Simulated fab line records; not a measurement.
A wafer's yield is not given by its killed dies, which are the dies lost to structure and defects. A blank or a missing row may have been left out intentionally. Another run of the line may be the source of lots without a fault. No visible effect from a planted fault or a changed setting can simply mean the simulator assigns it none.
Split-lot trial    flow n5Finfet    7 lots, 21 wafers read, on a route of 1938 steps

THE SPLIT ITSELF
At N5_MOL_CONTACT_COAG_EXPOSE_81 (exposes mask VG, defocus 0 nm), the setting doseMj was moved away from the recipe's 59.5 on 12 of the 21 wafers read, by -6.7% to +5.6%. This setting was run at the recipe's value on the other wafers.

FROM THE SPLIT TO THE READING: what the file shows between them, 10 steps
- N5_MOL_CONTACT_COAG_PEB_82: peb time 60 s
- N5_MOL_CONTACT_COAG_DEVELOP_83: develop time 30 s
- N5_MOL_CONTACT_COAG_CD_MEAS_84: target cd 25.1 nm
- N5_MOL_CONTACT_COAG_DESCUM_88: chemistry O2, time 7 s
- N5_MOL_CONTACT_COAG_ETCH_89: etches underlayer in N2/H2, target depth 13 nm, time 10.4 s
- N5_MOL_CONTACT_COAG_ETCH_90: etches SiARC in CF4, target depth 13 nm, time 21.7 s
- N5_MOL_CONTACT_COAG_ALD_131: deposits SiO2, target thk 5 nm, pulse time 1 s, co reactant pulse time 1 s
- N5_MOL_CONTACT_COAG_ETCHBACK_132: etches SiO2 in CHF3, target depth 10 nm, time 6.7 s
- N5_MOL_CONTACT_COAG_PRECLEAN_144: cleans in alkaline clean, time 60 s
- N5_MOL_CONTACT_COAG_SRD_145: time 30 s

THE READING
cdNm (nm) at N5_MOL_CONTACT_COAG_CD_MEAS_137, where the cd target is 16 nm. Typical for fault-free wafers on this fab line: 15.8 nm, with standard deviation 0.34 nm.

wafer   tool, chamber at the split  doseMj as run  against the recipe  cdNm, nm  against lot-mates on the recipe
L076.1  euvScanner-01, 0            56.21          -5.5%               14.8      -0.8
L076.3  euvScanner-01, 0            56.21          -5.5%               14.6      -1.0
L076.5  euvScanner-01, 0            59.5           recipe              15.6      -
L080.1  euvScanner-01, 0            59.5           recipe              15.7      -
L080.3  euvScanner-01, 0            62.86          +5.6%               17.4      +1.7
L080.6  euvScanner-01, 0            62.86          +5.6%               17.1      +1.4
L081.3  euvScanner-01, 0            59.5           recipe              16.4      -
L081.4  euvScanner-01, 0            55.54          -6.7%               14.6      -1.8
L081.6  euvScanner-01, 0            55.54          -6.7%               14.2      -2.2
L083.2  euvScanner-02, 0            56.6           -4.9%               14.9      -0.9
L083.4  euvScanner-02, 0            59.5           recipe              15.8      -
L083.5  euvScanner-02, 0            56.6           -4.9%               14.9      -0.9
L095.1  euvScanner-01, 0            59.5           recipe              15.6      -
L095.3  euvScanner-01, 0            59.5           recipe              15.9      -
L095.4  euvScanner-01, 0            59.5           recipe              15.7      -
L096.2  euvScanner-01, 0            59.5           recipe              15.9      -
L096.4  euvScanner-01, 0            57.47          -3.4%               15.2      -0.7
L096.6  euvScanner-01, 0            57.47          -3.4%               14.2      -1.7
L097.1  euvScanner-02, 0            62.58          +5.2%               16.9      +1.3
L097.3  euvScanner-02, 0            62.58          +5.2%               16.8      +1.2
L097.6  euvScanner-02, 0            59.5           recipe              15.6      -

FIT RESULTS
A straight line over all 21 wafers: cdNm changes by +0.221 nm for each +1% of doseMj; r = +0.95; the points scatter about the line by 0.29 nm.
The same after taking each lot's own level away (the mean of its wafers on the recipe; 21 wafers): +0.25 nm for each +1%; r = +0.96; scatter 0.31 nm.
Per that fit: largest doseMj move, reading shift of 1.7 nm.
Measured against the standard deviation above, the lots' own levels, which go from 15.60 to 16.40 nm, span 2.4 times it.
Hence the slope depends on the lot-to-lot level, as the two fits are not the same.
Check: with one of the wafers moved furthest among these (-6.7%) left out of the fit, the line predicts -1.61 nm for it against its lot-mates. It came out at -1.8 nm against them.

THE WHOLE CHAIN: every reading that the file lists as answering this split, in the file's order
step                             what it does       reading  change (the file's fit)                r (the file's)
N5_MOL_CONTACT_COAG_CD_MEAS_84   target cd 25.1 nm  cdNm     +0.212 nm for each +1% of the setting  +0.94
N5_MOL_CONTACT_COAG_CD_MEAS_137  target cd 16 nm    cdNm     +0.246 nm for each +1% of the setting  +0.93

FILE'S OWN FIT
cdNm changes by +0.246 nm for each +1% of doseMj, r = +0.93.
